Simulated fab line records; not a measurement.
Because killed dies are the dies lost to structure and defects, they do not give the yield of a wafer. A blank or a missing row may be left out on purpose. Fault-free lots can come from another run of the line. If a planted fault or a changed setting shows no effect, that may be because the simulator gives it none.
fab line records | flow n5_finfet | part 2 of 2: steps 19 to 28 of 28
record lots=5 | wafers=15 | last_day=18
route steps=1938 shown BEOL_M4@1053
lots that met no fault: taken from a fault-free run of the same line
start_h: start of the lot's first displayed wafer, in hours after the record's first day | wait_h: hours since the lot's step before | " identical to the entry in the row above | L1.1+2: one row covering several wafers at once | - no value present, or no start provided | * or withheld: withheld | < > ~ a bound
route shown NAME@n: a module of which the file shows steps, and the number in the route of the first | usual: mean and standard deviation over wafers with no fault | same: alike in all rows | chamber/n: place in a boat | sites: per-site readings | _std_site: the values' standard deviation | _edge_site: mean of outer sites minus mean of inner sites | radius_mm: for every site, how far away it sits from the centre of the wafer | mask NAME#n: copy n | behind: the tool/chamber that last shaped the wafer | hold: what put the lot on hold/how long, in hours/how the hold closed | device: whichever transistor did not switch (one of n, p or np) | end of line: the same wafers' tests at the end of the route | where a step has no rows: the recipe by itself | killed: dies lost to structure and defects at the first sort, not the wafer's yield | map: the dies of a wafer, with x for killed, . for not killed, _ for no die there
set.NAME: setting as actually run; set.NAME@STEP: the setting as run at that earlier step | model.NAME: the simulator's own value behind a step, which no gauge read
lots at selected steps of the route; one table per step, one row per wafer
services: the hour from which a tool's chamber was out of use, counted from the record's first day as start_h (under 0 if before that day), plus the number of hours and why
## steps
# step N5_BEOL_M4_ETCH_41
# recipe chemistry=CH3F/O2 | target=SiCN | target_depth_a=299 | taper_deg=2 | time_s=52.5 | ion_energy_ev=120 | mask_material=TiN | pressure_mtorr=30 | source_w=395 | bias_w=75 | Ar_flow_sccm=150 | CH3F_flow_sccm=30 | O2_flow_sccm=20
# usual drypump_motor_current_A=6.0/0.45 | oes_product_au=0.80/0.091 | rf_vpp_V=297.7/1.7 | showerhead_plenum_p_Torr=2.01/0.072 | throttle_valve_pct=16.22/0.18
lot.wafer | tool        | chamber | start_h | wait_h | drypump_motor_current_A | oes_product_au | rf_hours_counter_h | rf_vpp_V | showerhead_plenum_p_Torr | throttle_valve_pct
L075.1    | rie_diel-04 | 3       | -       | -      | 5.8                     | 0.68           | 248                | 294.1    | 1.89                     | 16.19
L075.4    | "           | 2       | "       | "      | 6.0                     | 0.83           | -                  | 300.4    | 2.10                     | 16.19
L075.5    | "           | 3       | "       | "      | 5.8                     | 0.68           | -                  | 295.9    | 1.89                     | 16.19
L078.1    | rie_diel-06 | 2       | -       | -      | 4.9                     | 0.71           | 221                | 297.1    | 1.98                     | 16.36
L078.4    | "           | 0       | "       | "      | 6.4                     | 0.74           | 142                | 297.3    | 2.01                     | 16.16
L078.6    | "           | 2       | "       | "      | 4.9                     | 0.72           | -                  | 298.3    | 1.98                     | 16.36
L087.1    | rie_diel-06 | 1       | -       | -      | 5.8                     | 0.77           | 117                | 296.7    | 1.93                     | 16.19
L087.3    | "           | 2       | "       | "      | 4.9                     | 0.69           | 240                | 297.3    | 1.97                     | 16.40
L087.4    | "           | 0       | "       | "      | 6.4                     | 0.71           | 160                | 296.0    | 2.00                     | 16.19
L094.1    | rie_diel-06 | 0       | -       | -      | 6.4                     | 0.71           | 176                | 296.7    | 2.00                     | 16.20
L094.4    | "           | 0       | "       | "      | 6.4                     | 0.72           | -                  | 296.1    | 2.00                     | 16.22
L094.5    | "           | 1       | "       | "      | 5.7                     | 0.75           | -                  | 296.1    | 1.93                     | 16.21
L097.1    | rie_diel-06 | 0       | -       | -      | 6.4                     | 0.71           | 185                | 297.0    | 1.99                     | 16.24
L097.4    | "           | 1       | "       | "      | 5.7                     | 0.75           | 141                | 296.8    | 1.92                     | 16.22
L097.5    | "           | 2       | "       | "      | 4.9                     | 0.96           | -                  | 296.3    | 1.97                     | 15.97
# step N5_BEOL_M4_STRIP_97
# recipe chemistry=N2/H2 | time_s=10 | power_w=450 | temp_c=40 | pressure_mtorr=20 | rf_frequency_hz=6e+07 | bias_power_w=7 | n2_flow_sccm=200 | h2_flow_sccm=200
# usual drypump_motor_current_A=6.0/0.46 | oes_product_au=0.81/0.095 | rf_vpp_V=59.1/0.89 | showerhead_plenum_p_Torr=2.56/0.1 | throttle_valve_pct=23.6/0.39
lot.wafer | tool        | chamber | start_h | wait_h | drypump_motor_current_A | oes_product_au | rf_hours_counter_h | rf_vpp_V | showerhead_plenum_p_Torr | throttle_valve_pct
L075.1    | rie_diel-04 | 3       | -       | -      | 5.8                     | 0.68           | 248                | 59.1     | 2.40                     | 23.2
L075.4    | "           | 2       | "       | "      | 6.0                     | 0.83           | -                  | 58.6     | 2.67                     | 23.7
L075.5    | "           | 3       | "       | "      | 5.8                     | 0.68           | -                  | 59.1     | 2.40                     | 23.2
L078.1    | rie_diel-06 | 2       | -       | -      | 4.9                     | 0.71           | 221                | 60.1     | 2.52                     | 24.1
L078.4    | "           | 0       | "       | "      | 6.4                     | 0.74           | 142                | 59.4     | 2.56                     | 23.7
L078.6    | "           | 2       | "       | "      | 4.9                     | 0.71           | -                  | 58.2     | 2.52                     | 24.1
L087.1    | rie_diel-06 | 1       | -       | -      | 5.8                     | 0.78           | 117                | 59.2     | 2.45                     | 23.5
L087.3    | "           | 2       | "       | "      | 4.9                     | 0.70           | 240                | 57.5     | 2.51                     | 24.1
L087.4    | "           | 0       | "       | "      | 6.4                     | 0.73           | 160                | 59.8     | 2.55                     | 23.7
L094.1    | rie_diel-06 | 0       | -       | -      | 6.4                     | 0.71           | 176                | 59.0     | 2.54                     | 23.7
L094.4    | "           | 0       | "       | "      | 6.4                     | 0.71           | -                  | 59.8     | 2.54                     | 23.8
L094.5    | "           | 1       | "       | "      | 5.8                     | 0.77           | -                  | 59.9     | 2.44                     | 23.5
L097.1    | rie_diel-06 | 0       | -       | -      | 6.4                     | 0.71           | 185                | 58.2     | 2.54                     | 23.8
L097.4    | "           | 1       | "       | "      | 5.8                     | 0.76           | 141                | 59.1     | 2.44                     | 23.5
L097.5    | "           | 2       | "       | "      | 4.9                     | 0.97           | -                  | 59.4     | 2.50                     | 23.9
# step N5_BEOL_M4_OCD_MEAS_38
# usual trench_depth_nm=54.7/1.2
lot.wafer | tool   | chamber | start_h | wait_h | trench_depth_nm
L075.1    | ocd-01 | -       | 174.20  | -      | 56.3
L075.4    | "      | -       | "       | "      | 55.6
L075.5    | "      | -       | "       | "      | 56.3
L078.1    | ocd-02 | -       | 199.50  | -      | 54.3
L078.4    | "      | -       | "       | "      | 53.6
L078.6    | "      | -       | "       | "      | 54.0
L087.1    | ocd-01 | -       | 249.50  | -      | 53.0
L087.3    | "      | -       | "       | "      | 54.6
L087.4    | "      | -       | "       | "      | 53.7
L094.1    | ocd-02 | -       | 286.27  | -      | 54.5
L094.4    | "      | -       | "       | "      | 54.7
L094.5    | "      | -       | "       | "      | 54.0
L097.1    | ocd-02 | -       | 310.17  | -      | 54.0
L097.4    | "      | -       | "       | "      | 53.8
L097.5    | "      | -       | "       | "      | 56.6
# step N5_BEOL_M4_HM_STRIP_39
# recipe chemistry=peroxide_tin_strip | material=TiN | target_depth_a=250 | temp_c=50 | time_s=158
lot.wafer  | tool         | chamber | start_h | wait_h
L075.1+4+5 | wet_bench-06 | 4,6,7   | 174.23  | 0.0
L078.1+4+6 | wet_bench-02 | 2,7,0   | 199.53  | 0.0
L087.1+3+4 | wet_bench-01 | 1,0,5   | 249.53  | 0.0
L094.1+4+5 | wet_bench-02 | 3,5,6   | 286.30  | 0.0
L097.1+4+5 | wet_bench-06 | 7,1,6   | 310.20  | 0.0
# step N5_BEOL_M4_SRD_40
# recipe time_s=30 | temp_c=23 | rinse_liquid=diw | dry=ipa_marangoni
# usual do_supply_ppb=10.00/0.1
lot.wafer | tool         | chamber | start_h | wait_h | do_supply_ppb
L075.1    | wet_bench-06 | 4       | 174.28  | 0.0    | 10.05
L075.4    | "            | 6       | "       | "      | 10.08
L075.5    | "            | 7       | "       | "      | 9.87
L078.1    | wet_bench-02 | 2       | 199.58  | 0.0    | 10.07
L078.4    | "            | 7       | "       | "      | 10.07
L078.6    | "            | 0       | "       | "      | 10.08
L087.1    | wet_bench-01 | 1       | 249.58  | 0.0    | 9.96
L087.3    | "            | 0       | "       | "      | 10.12
L087.4    | "            | 5       | "       | "      | 9.80
L094.1    | wet_bench-02 | 3       | 286.35  | 0.0    | 10.02
L094.4    | "            | 5       | "       | "      | 9.93
L094.5    | "            | 6       | "       | "      | 10.17
L097.1    | wet_bench-06 | 7       | 310.25  | 0.0    | 9.93
L097.4    | "            | 1       | "       | "      | 9.83
L097.5    | "            | 6       | "       | "      | 9.92
# step N5_BEOL_M4_PRECLEAN_42
# recipe chemistry=residue_remover | time_s=60 | temp_c=40
lot.wafer  | tool         | chamber | start_h | wait_h
L075.1+4+5 | wet_bench-06 | 4,6,7   | 174.30  | 0.0
L078.1+4+6 | wet_bench-02 | 2,7,0   | 199.60  | 0.0
L087.1+3+4 | wet_bench-01 | 1,0,5   | 249.59  | 0.0
L094.1+4+5 | wet_bench-02 | 3,5,6   | 286.36  | 0.0
L097.1+4+5 | wet_bench-06 | 7,1,6   | 310.27  | 0.0
# step N5_BEOL_M4_SRD_43
# recipe time_s=30 | temp_c=23 | rinse_liquid=diw | dry=ipa_marangoni
# usual do_supply_ppb=10.01/0.09
lot.wafer | tool         | chamber | start_h | wait_h | do_supply_ppb
L075.1    | wet_bench-06 | 4       | 174.32  | 0.0    | 10.03
L075.4    | "            | 6       | "       | "      | 9.96
L075.5    | "            | 7       | "       | "      | 9.98
L078.1    | wet_bench-02 | 2       | 199.61  | 0.0    | 9.82
L078.4    | "            | 7       | "       | "      | 9.90
L078.6    | "            | 0       | "       | "      | 9.88
L087.1    | wet_bench-01 | 1       | 249.61  | 0.0    | 9.98
L087.3    | "            | 0       | "       | "      | 10.19
L087.4    | "            | 5       | "       | "      | 10.14
L094.1    | wet_bench-02 | 3       | 286.38  | 0.0    | 10.07
L094.4    | "            | 5       | "       | "      | 10.12
L094.5    | "            | 6       | "       | "      | 9.98
L097.1    | wet_bench-06 | 7       | 310.29  | 0.0    | 9.98
L097.4    | "            | 1       | "       | "      | 10.00
L097.5    | "            | 6       | "       | "      | 9.99
# step N5_BEOL_M4_CD_MEAS_35
# recipe target_cd_nm=18 | target_cd_y_nm=22.4 | polarity=opening
# usual cd_nm=18.0/0.41
lot.wafer | tool      | chamber | start_h | wait_h | cd_nm
L075.1    | cd_sem-02 | -       | 174.36  | 0.0    | 17.6
L075.4    | "         | -       | "       | "      | 17.7
L075.5    | "         | -       | "       | "      | 18.4
L078.1    | cd_sem-02 | -       | 199.65  | 0.0    | 18.1
L078.4    | "         | -       | "       | "      | 17.8
L078.6    | "         | -       | "       | "      | 17.9
L087.1    | cd_sem-02 | -       | 249.65  | 0.0    | 18.2
L087.3    | "         | -       | "       | "      | 18.3
L087.4    | "         | -       | "       | "      | 17.9
L094.1    | cd_sem-01 | -       | 286.42  | 0.0    | 18.1
L094.4    | "         | -       | "       | "      | 17.5
L094.5    | "         | -       | "       | "      | 17.7
L097.1    | cd_sem-02 | -       | 310.33  | 0.0    | 18.5
L097.4    | "         | -       | "       | "      | 18.2
L097.5    | "         | -       | "       | "      | 17.2
# step N5_BEOL_M4_DEGAS_44
# recipe ambient=vacuum | temp_c=250 | time_s=60
# usual heater_power_w=329/42
lot.wafer | tool           | chamber | start_h | wait_h | heater_power_w
L075.1    | pvd_sputter-03 | -       | 174.97  | 0.6    | 311
L075.4    | "              | -       | "       | "      | 299
L075.5    | "              | -       | "       | "      | 270
L078.1    | pvd_sputter-03 | -       | 199.91  | 0.3    | 263
L078.4    | "              | -       | "       | "      | 290
L078.6    | "              | -       | "       | "      | 314
L087.1    | pvd_sputter-03 | -       | 250.21  | 0.6    | 294
L087.3    | "              | -       | "       | "      | 259
L087.4    | "              | -       | "       | "      | 321
L094.1    | pvd_sputter-03 | -       | 286.79  | 0.4    | 317
L094.4    | "              | -       | "       | "      | 262
L094.5    | "              | -       | "       | "      | 261
L097.1    | pvd_sputter-03 | -       | 310.64  | 0.3    | 374
L097.4    | "              | -       | "       | "      | 299
L097.5    | "              | -       | "       | "      | 263
# step N5_BEOL_M4_PRE_CLEAN_45
# recipe gas=H2/He | time_s=30 | temp_c=250
# usual heater_power_w=329/42
lot.wafer | tool           | chamber | start_h | wait_h | heater_power_w
L075.1    | pvd_sputter-03 | -       | 175.01  | 0.0    | 317
L075.4    | "              | -       | "       | "      | 296
L075.5    | "              | -       | "       | "      | 265
L078.1    | pvd_sputter-03 | -       | 199.95  | 0.0    | 262
L078.4    | "              | -       | "       | "      | 289
L078.6    | "              | -       | "       | "      | 315
L087.1    | pvd_sputter-03 | -       | 250.25  | 0.0    | 293
L087.3    | "              | -       | "       | "      | 260
L087.4    | "              | -       | "       | "      | 314
L094.1    | pvd_sputter-03 | -       | 286.83  | 0.0    | 316
L094.4    | "              | -       | "       | "      | 264
L094.5    | "              | -       | "       | "      | 270
L097.1    | pvd_sputter-03 | -       | 310.68  | 0.0    | 373
L097.4    | "              | -       | "       | "      | 291
L097.5    | "              | -       | "       | "      | 261
## services
tool           | chamber | start_h | hours | kind
euv_scanner-02 | -       | 157.61  | 1.0   | pm
rie_diel-02    | -       | 158.13  | 14.6  | pm
rie_diel-04    | 1       | 166.78  | -     | clean
wet_bench-01   | -       | 171.16  | 0.8   | repair
ald_sin-03     | -       | 176.92  | 14.0  | pm
rie_diel-06    | 2       | 189.17  | 6.4   | repair
euv_scanner-02 | -       | 192.84  | 4.6   | pm
rie_diel-06    | -       | 195.09  | 0.2   | repair
euv_scanner-01 | -       | 198.58  | 1.0   | pm
ald_sin-03     | 2       | 202.10  | 28.3  | repair
euv_scanner-02 | -       | 213.76  | 1.0   | pm
euv_scanner-01 | -       | 231.02  | 12.0  | pm
euv_scanner-01 | -       | 244.48  | 4.6   | pm
wet_bench-01   | -       | 252.44  | 3.0   | repair
ald_sin-03     | 1       | 253.47  | 3.5   | repair
euv_scanner-01 | -       | 254.73  | 1.0   | pm
euv_scanner-02 | -       | 269.91  | 1.0   | pm
rie_diel-06    | 2       | 274.97  | -     | clean
rie_diel-06    | 2       | 274.97  | -     | consumable_replace:focus_ring
rie_diel-06    | 2       | 274.97  | 20.6  | scheduled_down
rie_diel-06    | 2       | 274.97  | 20.6  | vent_cycle
wet_bench-01   | -       | 275.44  | 4.4   | pm
rie_diel-06    | -       | 279.75  | 0.6   | repair
ald_sin-04     | 1       | 303.25  | 3.0   | repair
